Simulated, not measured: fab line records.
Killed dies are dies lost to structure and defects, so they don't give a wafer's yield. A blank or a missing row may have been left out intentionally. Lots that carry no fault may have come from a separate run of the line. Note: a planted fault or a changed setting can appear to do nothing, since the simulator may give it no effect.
fab line records	flow n5Finfet	part 1 of 2: steps 1 to 22 of 35
record lots=5	wafers=15	lastDay=17
route steps=1938 shown BEOL_M11@1576 BEOL_M12@1602
lots with no fault: from the same line, run without faults
startH: the number of hours between the record's first day and the start of the first shown wafer of the lot	waitH: hours since the lot's step before	" same as the row above	L1.1+2: a row that stands for several wafers	- no value, or no start was given	* or withheld: withheld	< > ~ a bound
route shown NAME@n: NAME is a module with steps in the file, n the number in the route of the first one	usual: mean/standard deviation taken from wafers without a fault	same: alike in all rows	chamber/n: place in a boat	sites: per-site readings	_std_site: standard deviation of those values	_edge_site: the outer-site mean with the inner-site mean subtracted	radiusMm: for every site, how far away it sits from the centre of the wafer	mask NAME#n: copy n	behind: tool/chamber where the wafer was last shaped	hold: what put the lot on hold/how long, in hours/how the hold closed	device: whichever transistor did not switch (one of n, p or np)	end of line: the tests these same wafers got at the end of their route	a step given without rows: its recipe and nothing more	killed: at the first sort, the dies lost to defects and structure; wafer yield is something else	map: the dies of a wafer, with x for killed, . for not killed, _ for no die there
set.NAME: the setting as run; set.NAME@STEP: as run at that earlier step	model.NAME: the simulator's own value behind a step, which no gauge read
lots at selected steps of the route; one table per step, one row per wafer
services: from which hour (startH, from the record's first day; less than 0 if before it) a tool's chamber was out of use, for how many hours, and why
## steps
# step N5_BEOL_M11_STRIP_73
# recipe chemistry=C4F6/O2	resist=SiARC	rfFrequencyHz=6e+07
lot.wafer	tool	chamber	startH	waitH
L080.3+4+5	rieDiel-05	2,0,0	261.01	0.0
L081.1+2+6	rieDiel-05	3,1,2	268.11	0.0
L089.1+2+6	rieDiel-01	3,1,2	334.59	0.0
L093.1+2+6	rieDiel-01	1,0,3	340.21	0.0
L094.1+4+6	rieDiel-01	3,0,1	363.69	0.0
# step N5_BEOL_M11_STRIP_36
# recipe chemistry=N2/H2	powerW=450	tempC=40	pressureMtorr=20	rfFrequencyHz=6e+07	overashFraction=0.3	biasPowerW=7	h2Frac=0.5	n2FlowSccm=200	h2FlowSccm=200
# usual drypumpMotorCurrentA=5.8/0.52	oesProductAu=0.80/0.074	rfVppV=59.0/1.7	showerheadPlenumPTorr=2.54/0.08	throttleValvePct=23.8/0.3
lot.wafer	tool	chamber	startH	waitH	drypumpMotorCurrentA	oesProductAu	rfHoursCounterH	rfVppV	showerheadPlenumPTorr	throttleValvePct
L080.3	rieDiel-05	2	261.02	0.0	5.2	0.73	194	60.6	2.53	23.7
L080.4	"	0	"	"	5.7	0.77	126	58.9	2.66	23.5
L080.5	"	0	"	"	5.7	0.78	-	59.1	2.66	23.4
L081.1	rieDiel-05	3	268.12	0.0	6.3	0.79	123	59.2	2.53	24.1
L081.2	"	1	"	"	5.8	0.71	178	56.6	2.42	24.0
L081.6	"	2	"	"	5.2	0.72	-	60.9	2.52	23.7
L089.1	rieDiel-01	3	334.60	0.0	5.2	0.79	95	60.7	2.55	23.9
L089.2	"	1	"	"	5.5	0.82	113	60.7	2.56	23.3
L089.6	"	2	"	"	5.3	0.85	-	57.0	2.46	23.7
L093.1	rieDiel-01	1	340.22	0.0	5.5	0.82	114	55.5	2.57	23.3
L093.2	"	0	"	"	6.7	0.83	101	59.9	2.69	23.7
L093.6	"	3	"	"	5.2	0.80	-	57.3	2.55	23.9
L094.1	rieDiel-01	3	363.70	0.0	5.2	0.79	102	61.8	2.55	23.9
L094.4	"	0	"	"	6.7	0.81	107	58.6	2.68	23.7
L094.6	"	1	"	"	5.5	0.80	-	61.3	2.56	23.4
# step N5_BEOL_M11_TRENCH_ETCH_37
# recipe chemistry=C4F6/O2	targetDepthA=1488.3	target=SiCOH_lowk	timeS=48	ionEnergyEv=250	pressureMtorr=30	sourceW=345	biasW=185	Ar_flow_sccm=300	C4F6_flow_sccm=10	O2_flow_sccm=10
# usual drypumpMotorCurrentA=5.8/0.52	oes_o_777_au=0.79/0.07	oesProductAu=0.80/0.076	rfFwdPowerW=340.9/1.4	rfVppV=664/16	showerheadPlenumPTorr=2.85/0.071	throttleValvePct=21.0/0.34
lot.wafer	tool	chamber	startH	waitH	drypumpMotorCurrentA	oes_o_777_au	oesProductAu	rfFwdPowerW	rfHoursCounterH	rfVppV	showerheadPlenumPTorr	throttleValvePct
L080.3	rieDiel-05	2	-	-	5.2	0.70	0.72	340.8	194	658	2.83	20.8
L080.4	"	0	"	"	5.7	0.75	0.77	340.6	126	690	2.97	20.7
L080.5	"	0	"	"	5.7	0.75	0.77	340.2	-	691	2.97	20.7
L081.1	rieDiel-05	3	-	-	6.3	0.80	0.78	342.2	123	641	2.87	21.4
L081.2	"	1	"	"	5.8	0.71	0.72	341.5	178	657	2.72	21.2
L081.6	"	2	"	"	5.2	0.70	0.72	340.2	-	659	2.83	20.8
L089.1	rieDiel-01	3	-	-	5.2	0.82	0.81	342.8	95	663	2.87	21.2
L089.2	"	1	"	"	5.5	0.81	0.82	338.7	113	669	2.85	20.5
L089.6	"	2	"	"	5.3	0.84	0.85	341.0	-	679	2.79	21.0
L093.1	rieDiel-01	1	-	-	5.5	0.81	0.82	339.8	114	667	2.85	20.5
L093.2	"	0	"	"	6.7	0.78	0.80	338.0	101	681	2.97	20.9
L093.6	"	3	"	"	5.2	0.82	0.79	342.8	-	663	2.87	21.2
L094.1	rieDiel-01	3	-	-	5.2	0.81	0.80	341.6	102	664	2.87	21.2
L094.4	"	0	"	"	6.7	0.77	0.80	339.8	107	680	2.97	20.8
L094.6	"	1	"	"	5.5	0.81	0.82	340.3	-	667	2.85	20.5
# step N5_BEOL_M11_ETCH_41
# recipe chemistry=CH3F/O2	target=SiCN	targetDepthA=426	taperDeg=2	timeS=86	ionEnergyEv=120	maskMaterial=TiN	pressureMtorr=30	sourceW=395	biasW=75	Ar_flow_sccm=150	CH3F_flow_sccm=30	O2_flow_sccm=20
# usual drypumpMotorCurrentA=5.8/0.53	oesProductAu=0.80/0.076	rfFwdPowerW=391.9/1.5	rfVppV=297.4/1.3	showerheadPlenumPTorr=2.00/0.053	throttleValvePct=16.3/0.31
lot.wafer	tool	chamber	startH	waitH	drypumpMotorCurrentA	oesProductAu	rfFwdPowerW	rfHoursCounterH	rfVppV	showerheadPlenumPTorr	throttleValvePct
L080.3	rieDiel-05	2	-	-	5.2	0.73	392.2	194	297.5	1.99	16.2
L080.4	"	0	"	"	5.7	0.77	392.5	126	298.8	2.09	16.1
L080.5	"	0	"	"	5.7	0.78	390.2	-	299.1	2.09	16.1
L081.1	rieDiel-05	3	-	-	6.3	0.78	391.6	123	297.9	2.02	16.7
L081.2	"	1	"	"	5.7	0.72	395.3	178	297.3	1.91	16.6
L081.6	"	2	"	"	5.2	0.72	394.3	-	296.3	1.99	16.2
L089.1	rieDiel-01	3	-	-	5.2	0.82	393.7	95	298.4	2.02	16.5
L089.2	"	1	"	"	5.5	0.82	392.2	113	297.2	2.01	15.9
L089.6	"	2	"	"	5.3	0.85	391.8	-	294.6	1.95	16.4
L093.1	rieDiel-01	1	-	-	5.5	0.81	389.9	114	298.0	2.01	15.9
L093.2	"	0	"	"	6.7	0.80	391.4	101	298.5	2.09	16.3
L093.6	"	3	"	"	5.2	0.80	391.2	-	297.5	2.02	16.5
L094.1	rieDiel-01	3	-	-	5.2	0.79	392.2	102	296.6	2.02	16.5
L094.4	"	0	"	"	6.7	0.79	391.1	107	298.7	2.09	16.3
L094.6	"	1	"	"	5.5	0.81	391.8	-	297.8	2.01	15.9
# step N5_BEOL_M11_STRIP_77
# recipe chemistry=N2/H2	timeS=10	powerW=450	tempC=40	pressureMtorr=20	rfFrequencyHz=6e+07	biasPowerW=7	n2FlowSccm=200	h2FlowSccm=200
# usual drypumpMotorCurrentA=5.8/0.52	oesProductAu=0.80/0.073	rfVppV=59.4/0.88	showerheadPlenumPTorr=2.54/0.08	throttleValvePct=23.76/0.3
lot.wafer	tool	chamber	startH	waitH	drypumpMotorCurrentA	oesProductAu	rfHoursCounterH	rfVppV	showerheadPlenumPTorr	throttleValvePct
L080.3	rieDiel-05	2	-	-	5.2	0.73	194	58.9	2.53	23.71
L080.4	"	0	"	"	5.7	0.77	126	59.9	2.66	23.46
L080.5	"	0	"	"	5.7	0.77	-	59.8	2.66	23.47
L081.1	rieDiel-05	3	-	-	6.3	0.79	123	58.8	2.53	24.10
L081.2	"	1	"	"	5.8	0.72	178	58.6	2.42	24.05
L081.6	"	2	"	"	5.2	0.73	-	59.8	2.53	23.72
L089.1	rieDiel-01	3	-	-	5.2	0.80	95	59.1	2.55	23.90
L089.2	"	1	"	"	5.5	0.82	113	58.7	2.57	23.36
L089.6	"	2	"	"	5.3	0.86	-	58.5	2.46	23.64
L093.1	rieDiel-01	1	-	-	5.5	0.82	114	59.0	2.56	23.38
L093.2	"	0	"	"	6.7	0.82	101	59.0	2.69	23.71
L093.6	"	3	"	"	5.2	0.80	-	59.6	2.55	23.88
L094.1	rieDiel-01	3	-	-	5.2	0.79	102	59.9	2.55	23.91
L094.4	"	0	"	"	6.7	0.81	107	60.1	2.68	23.73
L094.6	"	1	"	"	5.5	0.81	-	60.3	2.56	23.37
# step N5_BEOL_M11_OCD_MEAS_38
# usual trenchDepthNm=149/3.2
lot.wafer	tool	chamber	startH	waitH	trenchDepthNm
L080.3	ocd-02	-	261.25	-	148
L080.4	"	-	"	"	149
L080.5	"	-	"	"	150
L081.1	ocd-01	-	268.34	-	147
L081.2	"	-	"	"	146
L081.6	"	-	"	"	148
L089.1	ocd-01	-	334.82	-	154
L089.2	"	-	"	"	152
L089.6	"	-	"	"	148
L093.1	ocd-02	-	340.45	-	152
L093.2	"	-	"	"	148
L093.6	"	-	"	"	153
L094.1	ocd-01	-	363.93	-	154
L094.4	"	-	"	"	147
L094.6	"	-	"	"	153
# step N5_BEOL_M11_HM_STRIP_39
# recipe chemistry=peroxideTinStrip	material=TiN	targetDepthA=250	tempC=50	timeS=158
lot.wafer	tool	chamber	startH	waitH
L080.3+4+5	wetBench-04	2,5,3	261.28	0.0
L081.1+2+6	wetBench-04	6,4,3	268.37	0.0
L089.1+2+6	wetBench-02	1,0,5	334.85	0.0
L093.1+2+6	wetBench-02	4,1,6	340.48	0.0
L094.1+4+6	wetBench-05	5,3,4	363.96	0.0
# step N5_BEOL_M11_SRD_40
# recipe timeS=30	tempC=23	rinseLiquid=diw	dry=ipaMarangoni
lot.wafer	tool	chamber	startH	waitH
L080.3+4+5	wetBench-04	2,5,3	261.32	0.0
L081.1+2+6	wetBench-04	6,4,3	268.42	0.0
L089.1+2+6	wetBench-02	1,0,5	334.90	0.0
L093.1+2+6	wetBench-02	4,1,6	340.53	0.0
L094.1+4+6	wetBench-05	5,3,4	364.00	0.0
# step N5_BEOL_M11_PRECLEAN_42
# recipe chemistry=residueRemover	timeS=60	tempC=40
lot.wafer	tool	chamber	startH	waitH
L080.3+4+5	wetBench-04	2,5,3	261.34	0.0
L081.1+2+6	wetBench-04	6,4,3	268.43	0.0
L089.1+2+6	wetBench-02	1,0,5	334.92	0.0
L093.1+2+6	wetBench-02	4,1,6	340.54	0.0
L094.1+4+6	wetBench-05	5,3,4	364.02	0.0
# step N5_BEOL_M11_SRD_43
# recipe timeS=30	tempC=23	rinseLiquid=diw	dry=ipaMarangoni
lot.wafer	tool	chamber	startH	waitH
L080.3+4+5	wetBench-04	2,5,3	261.36	0.0
L081.1+2+6	wetBench-04	6,4,3	268.45	0.0
L089.1+2+6	wetBench-02	1,0,5	334.93	0.0
L093.1+2+6	wetBench-02	4,1,6	340.56	0.0
L094.1+4+6	wetBench-05	5,3,4	364.04	0.0
# step N5_BEOL_M11_CD_MEAS_35
# recipe targetCdNm=70	polarity=opening
# usual cdNm=70.2/0.64
lot.wafer	tool	chamber	startH	waitH	cdNm
L080.3	cdSem-02	-	261.40	0.0	70.1
L080.4	"	-	"	"	70.1
L080.5	"	-	"	"	69.8
L081.1	cdSem-02	-	268.49	0.0	71.0
L081.2	"	-	"	"	70.9
L081.6	"	-	"	"	70.7
L089.1	cdSem-03	-	334.97	0.0	69.1
L089.2	"	-	"	"	70.6
L089.6	"	-	"	"	69.3
L093.1	cdSem-02	-	340.60	0.0	70.8
L093.2	"	-	"	"	70.5
L093.6	"	-	"	"	70.1
L094.1	cdSem-02	-	364.08	0.0	68.9
L094.4	"	-	"	"	70.1
L094.6	"	-	"	"	69.4
# step N5_BEOL_M11_CURE_72
# recipe tempC=370	timeS=120	ambient=DMADMS/He	material=SiCOH_lowk
# usual lampPowerPct=52.31/0.052	wafer_temp_C_max=371.6/0.49
lot.wafer	tool	chamber	startH	waitH	lampPowerPct	wafer_temp_C_max
L080.3	uvCure-01	1	261.54	0.1	52.38	371.9
L080.4	"	1	"	"	52.32	371.3
L080.5	"	1	"	"	52.22	371.6
L081.1	uvCure-03	0	268.53	0.0	52.36	371.8
L081.2	"	0	"	"	52.27	371.8
L081.6	"	0	"	"	52.37	371.7
L089.1	uvCure-03	1	335.02	0.0	52.23	371.2
L089.2	"	1	"	"	52.33	371.8
L089.6	"	1	"	"	52.32	371.1
L093.1	uvCure-03	2	340.64	0.0	52.30	372.0
L093.2	"	2	"	"	52.27	372.1
L093.6	"	2	"	"	52.26	372.8
L094.1	uvCure-03	1	364.22	0.1	52.32	371.4
L094.4	"	1	"	"	52.34	371.2
L094.6	"	1	"	"	52.27	371.5
# step N5_BEOL_M11_DEGAS_44
# recipe ambient=vacuum	tempC=250	timeS=60
# usual heaterPowerW=329/34
lot.wafer	tool	chamber	startH	waitH	heaterPowerW
L080.3	pvdSputter-03	-	261.81	0.2	377
L080.4	"	-	"	"	341
L080.5	"	-	"	"	376
L081.1	pvdSputter-03	-	269.10	0.5	320
L081.2	"	-	"	"	342
L081.6	"	-	"	"	323
L089.1	pvdSputter-02	-	336.42	1.4	334
L089.2	"	-	"	"	281
L089.6	"	-	"	"	283
L093.1	pvdSputter-01	-	341.51	0.8	313
L093.2	"	-	"	"	349
L093.6	"	-	"	"	291
L094.1	pvdSputter-02	-	364.71	0.4	287
L094.4	"	-	"	"	339
L094.6	"	-	"	"	285
# step N5_BEOL_M11_PRE_CLEAN_45
# recipe gas=H2/He	timeS=30	tempC=250
# usual heaterPowerW=329/34
lot.wafer	tool	chamber	startH	waitH	heaterPowerW
L080.3	pvdSputter-03	-	261.85	0.0	380
L080.4	"	-	"	"	347
L080.5	"	-	"	"	369
L081.1	pvdSputter-03	-	269.14	0.0	314
L081.2	"	-	"	"	346
L081.6	"	-	"	"	321
L089.1	pvdSputter-02	-	336.46	0.0	331
L089.2	"	-	"	"	284
L089.6	"	-	"	"	285
L093.1	pvdSputter-01	-	341.55	0.0	304
L093.2	"	-	"	"	352
L093.6	"	-	"	"	274
L094.1	pvdSputter-02	-	364.75	0.0	291
L094.4	"	-	"	"	331
L094.6	"	-	"	"	293
# step N5_BEOL_M11_ALD_74
# recipe material=TaN	targetThkA=20	tempC=275	aldPrecursorFamily=PDMAT	aldCoReactant=NH3	pressureTorr=3	carrierFlowSccm=1500	pulseTimeS=2	purgeTimeS=3	coReactantPurgeTimeS=2	coReactantPulseTimeS=3	aldCycles=40	precursorVesselTempC=75	precursorVesselPressureTorr=26.25	precursorVesselCarrierSccm=1000
# usual heaterPowerW=409/48
# same purgeTimeS=3
lot.wafer	tool	chamber	startH	waitH	heaterPowerW
L080.3	aldMetal-04	1	262.01	0.1	368
L080.4	"	3	"	"	458
L080.5	"	2	"	"	371
L081.1	aldMetal-04	3	269.20	0.0	469
L081.2	"	2	"	"	370
L081.6	"	2	"	"	365
L089.1	aldMetal-02	0	336.66	0.2	445
L089.2	"	1	"	"	394
L089.6	"	1	"	"	384
L093.1	aldMetal-04	0	341.61	0.0	495
L093.2	"	3	"	"	456
L093.6	"	1	"	"	373
L094.1	aldMetal-01	2	364.81	0.0	386
L094.4	"	0	"	"	371
L094.6	"	3	"	"	340
# step N5_BEOL_M11_SURFACE_TREAT_76
# recipe gas=Ar	timeS=*	ionEnergyEv=*	ionCurrentMaCm2=0.5	pressureMtorr=*	arFlowSccm=30
# usual throttleValvePct=*
lot.wafer	tool	chamber	startH	waitH	throttleValvePct
L080.3	pvdSputter-03	-	262.32	0.2	*
L080.4	"	-	"	"	*
L080.5	"	-	"	"	*
L081.1	pvdSputter-02	-	269.52	0.2	*
L081.2	"	-	"	"	*
L081.6	"	-	"	"	*
L089.1	pvdSputter-02	-	336.98	0.2	*
L089.2	"	-	"	"	*
L089.6	"	-	"	"	*
L093.1	pvdSputter-03	-	341.90	0.2	*
L093.2	"	-	"	"	*
L093.6	"	-	"	"	*
L094.1	pvdSputter-01	-	365.29	0.4	*
L094.4	"	-	"	"	*
L094.6	"	-	"	"	*
# step N5_BEOL_M11_CVD_75
# recipe material=Co	targetThkA=20	tempC=withheld	precursor=CCTBA/H2	pressureTorr=30	timeS=138.9
lot.wafer	tool	chamber	startH	waitH
L080.3+4+5	cvdCo-01	2,1,0	262.43	0.1
L081.1+2+6	cvdCo-02	1,0,1	269.58	0.0
L089.1+2+6	cvdCo-01	1,2,2	337.04	0.0
L093.1+2+6	cvdCo-01	1,2,2	341.98	0.1
L094.1+4+6	cvdCo-01	2,0,2	365.35	0.0
# step N5_BEOL_M11_SPUTTER_48
# recipe material=Cu	targetThkA=120	tempC=-20	biasV=60	powerW=26000	chamberPressurePa=0.13	timeS=2
# usual substrateTempC=-20.00/0.11	throttleValvePct=30.2/0.9
lot.wafer	tool	chamber	startH	waitH	substrateTempC	throttleValvePct
L080.3	pvdSputter-01	-	262.54	0.1	-19.92	30.8
L080.4	"	-	"	"	-19.89	32.0
L080.5	"	-	"	"	-19.78	31.7
L081.1	pvdSputter-03	-	269.70	0.1	-19.96	30.2
L081.2	"	-	"	"	-20.01	30.1
L081.6	"	-	"	"	-20.08	30.5
L089.1	pvdSputter-03	-	337.16	0.1	-20.01	30.3
L089.2	"	-	"	"	-20.08	31.8
L089.6	"	-	"	"	-19.93	29.8
L093.1	pvdSputter-02	-	342.11	0.1	-19.96	29.7
L093.2	"	-	"	"	-19.95	30.3
L093.6	"	-	"	"	-20.03	29.4
L094.1	pvdSputter-03	-	365.47	0.1	-19.84	29.5
L094.4	"	-	"	"	-19.96	31.7
L094.6	"	-	"	"	-19.90	29.5
# step N5_BEOL_M11_ECD_50
# recipe material=Cu	targetThkA=3180
lot.wafer	tool	chamber	startH	waitH
L080.3+4+5	ecdCu-01	0,1,0	262.69	0.1
L081.1+2+6	ecdCu-02	0,1,1	269.81	0.1
L089.1+2+6	ecdCu-02	0,1,1	337.27	0.1
L093.1+2+6	ecdCu-02	0,1,1	342.23	0.1
L094.1+4+6	ecdCu-01	0,1,0	365.58	0.1
# step N5_BEOL_M11_ANNEAL_51
# recipe tempC=225	timeS=90	ambient=N2
# usual wafer_temp_C_max=225.84/0.24
lot.wafer	tool	chamber	startH	waitH	wafer_temp_C_max
L080.3	rtpAnneal-02	0	263.12	0.4	225.48
L080.4	"	0	"	"	225.57
L080.5	"	0	"	"	225.71
L081.1	rtpAnneal-02	0	269.92	0.1	226.14
L081.2	"	0	"	"	226.01
L081.6	"	0	"	"	225.85
L089.1	rtpAnneal-01	0	337.67	0.4	225.67
L089.2	"	0	"	"	225.82
L089.6	"	0	"	"	225.82
L093.1	rtpAnneal-01	0	342.41	0.2	226.07
L093.2	"	0	"	"	226.18
L093.6	"	0	"	"	225.93
L094.1	rtpAnneal-02	0	365.83	0.2	225.51
L094.4	"	0	"	"	225.60
L094.6	"	0	"	"	225.78
# step N5_BEOL_M11_CMP_52
# recipe stopOn=SiCOH_lowk	tOverpolishS=7	downForcePsi=1	platenRpm=50	clearingPlatenDownForcePsi=1.5	clearingPlatenRpm=50	postCmpClean=cuAlkaline	targetThkNm=140	clearingPlatenPadVelocityMS=0.99484	padVelocityMS=0.99484
# usual barrierFieldEndpointS=29.1/0.78	motorCurrentA=6.6/0.91	overpolishRunS=7.000/0.009	slurryFilterDpKPa=13.50/0.13	timeToEndpointS=67/3.5
# same tOverpolishS=7
lot.wafer	tool	chamber	startH	waitH	barrierFieldEndpointS	motorCurrentA	overpolishRunS	slurryFilterDpKPa	timeToEndpointS
L080.4	cmp-03	1	263.34	0.1	27.5	7.9	7.010	13.52	62
L080.3	"	0	"	"	27.9	5.9	7.026	13.97	68
L080.5	"	1	"	"	28.2	8.0	6.999	13.43	64
L081.1	cmp-04	3	270.22	0.3	28.6	7.6	6.988	13.67	67
L081.2	"	2	"	"	30.6	6.4	6.999	13.30	72
L081.6	"	0	"	"	30.6	7.0	6.998	13.31	71
L089.1	cmp-01	1	337.98	0.3	29.6	7.6	6.998	13.45	68
L089.2	"	0	"	"	28.6	7.6	7.016	13.50	68
L089.6	"	1	"	"	29.6	7.4	6.999	13.39	68
L093.1	cmp-01	3	342.76	0.3	28.9	6.8	7.009	13.38	67
L093.2	"	1	"	"	28.9	7.2	6.996	13.49	68
L093.6	"	3	"	"	30.3	6.4	6.994	13.26	68
L094.4	cmp-03	2	366.13	0.1	29.7	5.6	6.996	13.58	65
L094.1	"	0	"	"	29.0	6.1	7.006	13.50	67
L094.6	"	3	"	"	30.1	5.9	6.993	13.46	70
# step N5_BEOL_M11_THK_MEAS_53
# recipe thkMeasGauge=xrf	reads=Cu_of_BEOL_M11_ECD_50
# usual M11_THK=145/3.5
lot.wafer	tool	chamber	startH	waitH	M11_THK[nm]
L080.3	filmMetro-02	-	263.64	-	144
L080.4	"	-	"	"	144
L080.5	"	-	"	"	143
L081.1	filmMetro-02	-	270.52	-	144
L081.2	"	-	"	"	144
L081.6	"	-	"	"	146
L089.1	filmMetro-01	-	338.27	-	153
L089.2	"	-	"	"	150
L089.6	"	-	"	"	148
L093.1	filmMetro-02	-	343.01	-	148
L093.2	"	-	"	"	144
L093.6	"	-	"	"	150
L094.1	filmMetro-02	-	366.42	-	151
L094.4	"	-	"	"	142
L094.6	"	-	"	"	148
